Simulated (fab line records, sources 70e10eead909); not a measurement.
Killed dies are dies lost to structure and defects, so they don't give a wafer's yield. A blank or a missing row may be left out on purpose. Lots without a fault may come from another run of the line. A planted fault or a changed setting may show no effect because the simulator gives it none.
Chamber matching | flow nand_harc | NHARC_A_CHANNEL_HOLE_D1_ETCH_16 on rie_diel-03: 4 sister chambers
The step etches the open film in O2/COS, target depth 3100 nm, time 806 s. 4 wafers are shown with their chamber, then 7 later ones without.

WAFERS WITH THEIR CHAMBER
wafer  | chamber | drypump_motor_current_A (A)
L992.4 | 0       | 5.01
L997.3 | 1       | 5.72
L999.2 | 2       | 5.36
L999.3 | 3       | 5.48

WAFERS WITHOUT THEIR CHAMBER
wafer  | drypump_motor_current_A (A)
L999.5 | 5.03
L103.2 | 5.48
L103.3 | 5.36
L103.6 | 5.37
L105.1 | 5.73
L105.2 | 5.02
L105.4 | 5.43

WHICH CHAMBER EACH WENT THROUGH
wafer  | from the rows above     | in truth
L999.5 | 0                       | 0
L103.2 | 3                       | 3
L103.3 | 2                       | 2
L103.6 | 2                       | 2
L105.1 | 1                       | 1
L105.2 | 0                       | 0
L105.4 | can't be placed: 3 or 2 | 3
Placed correctly: 6 of 7. Can't be placed from these rows: 1 (the true chamber is among the candidates in 1). Placed wrongly: 0.
How it was worked out, from the rows above alone: a wafer's distance from a chamber is the root of the sum, over the readings, of the square of ((its reading less the chamber's mean) divided by the reading's scatter). The wafer belongs to the nearest chamber; if the next one is less than 2 further off, it can't be placed. A chamber's mean is the mean of its shown wafers. The scatter: with one shown wafer a chamber, the root of the mean of the squares of how far each hidden wafer lies from its nearest shown one.
